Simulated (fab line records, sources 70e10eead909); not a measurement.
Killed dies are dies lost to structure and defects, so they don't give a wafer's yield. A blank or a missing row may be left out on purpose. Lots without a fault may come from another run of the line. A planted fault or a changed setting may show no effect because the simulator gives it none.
Chamber matching | flow nand_harc | NHARC_A_M1_ETCH_35 on rie_diel-04: 4 sister chambers
The step etches the open film in N2/H2, target depth 40 nm, overetch 12 nm, time 43.94 s. 22 wafers are shown with their chamber, then 11 later ones without.

WAFERS WITH THEIR CHAMBER
wafer  | chamber | drypump_motor_current_A (A) | rf_vpp_V (V) | throttle_valve_pct (%)
L078.1 | 2       | 5.1                         | 426.0        | 14.178
L078.2 | 0       | 6.3                         | 432.7        | 14.192
L078.6 | 2       | 5.1                         | 427.2        | 14.156
L075.2 | 3       | 5.3                         | 429.7        | 14.170
L075.4 | 0       | 6.3                         | 429.5        | 14.160
L075.6 | 2       | 5.1                         | 427.5        | 14.177
L081.2 | 3       | 5.3                         | 430.1        | 14.173
L081.3 | 1       | 5.9                         | 432.6        | 14.182
L081.5 | 0       | 6.3                         | 430.7        | 14.161
L080.1 | 2       | 5.2                         | 425.0        | 14.157
L080.2 | 0       | 6.4                         | 432.0        | 14.187
L080.6 | 1       | 5.8                         | 432.3        | 14.181
L084.1 | 1       | 5.9                         | 432.0        | 14.164
L084.2 | 2       | 5.1                         | 425.7        | 14.167
L084.4 | 0       | 6.3                         | 430.7        | 14.169
L087.4 | 1       | 5.8                         | 433.2        | 14.160
L087.5 | 2       | 5.1                         | 427.0        | 14.160
L087.6 | 1       | 5.8                         | 432.6        | 14.181
L089.1 | 0       | 6.4                         | 430.9        | 14.164
L089.5 | 3       | 5.3                         | 430.0        | 14.162
L089.6 | 0       | 6.4                         | 430.6        | 14.178
L091.3 | 1       | 5.8                         | 433.3        | 14.174

SIGNATURES (means of the wafers above)
reading                 | chamber 0 | chamber 1 | chamber 2 | chamber 3 | scatter within a chamber
drypump_motor_current_A | 6.343     | 5.833     | 5.117     | 5.300     | 0.0464
rf_vpp_V                | 431.014   | 432.667   | 426.400   | 429.933   | 0.839
throttle_valve_pct      | 14.17300  | 14.17367  | 14.16583  | 14.16833  | 0.0105
Rule: a wafer's distance from a chamber is the root of the sum, over the readings, of the square of ((its reading less the chamber's mean) divided by the reading's scatter). The wafer belongs to the nearest chamber; if the next one is less than 2 further off, it can't be placed. The scatter: the root of (the sum of the squares of (reading less its chamber's mean) over the shown wafers, divided by (wafers less chambers)).

WAFERS WITHOUT THEIR CHAMBER
wafer  | drypump_motor_current_A (A) | rf_vpp_V (V) | throttle_valve_pct (%)
L091.5 | 5.3                         | 432.0        | 14.168
L091.6 | 6.3                         | 430.4        | 14.161
L088.3 | 6.3                         | 431.6        | 14.179
L088.4 | 5.3                         | 431.0        | 14.168
L088.6 | 5.8                         | 434.0        | 14.174
L090.1 | 5.8                         | 433.6        | 14.172
L090.2 | 5.1                         | 426.3        | 14.164
L090.3 | 6.3                         | 430.7        | 14.187
L096.1 | 5.1                         | 426.3        | 14.165
L096.3 | 5.2                         | 431.5        | 14.176
L096.5 | 5.2                         | 430.6        | 14.170

WHICH CHAMBER EACH WENT THROUGH
wafer  | from the rows above | in truth
L091.5 | 3                   | 3
L091.6 | 0                   | 0
L088.3 | 0                   | 0
L088.4 | 3                   | 3
L088.6 | 1                   | 1
L090.1 | 1                   | 1
L090.2 | 2                   | 2
L090.3 | 0                   | 0
L096.1 | 2                   | 2
L096.3 | 3                   | 3
L096.5 | 3                   | 3
Placed correctly: 11 of 11. Can't be placed from these rows: 0. Placed wrongly: 0.
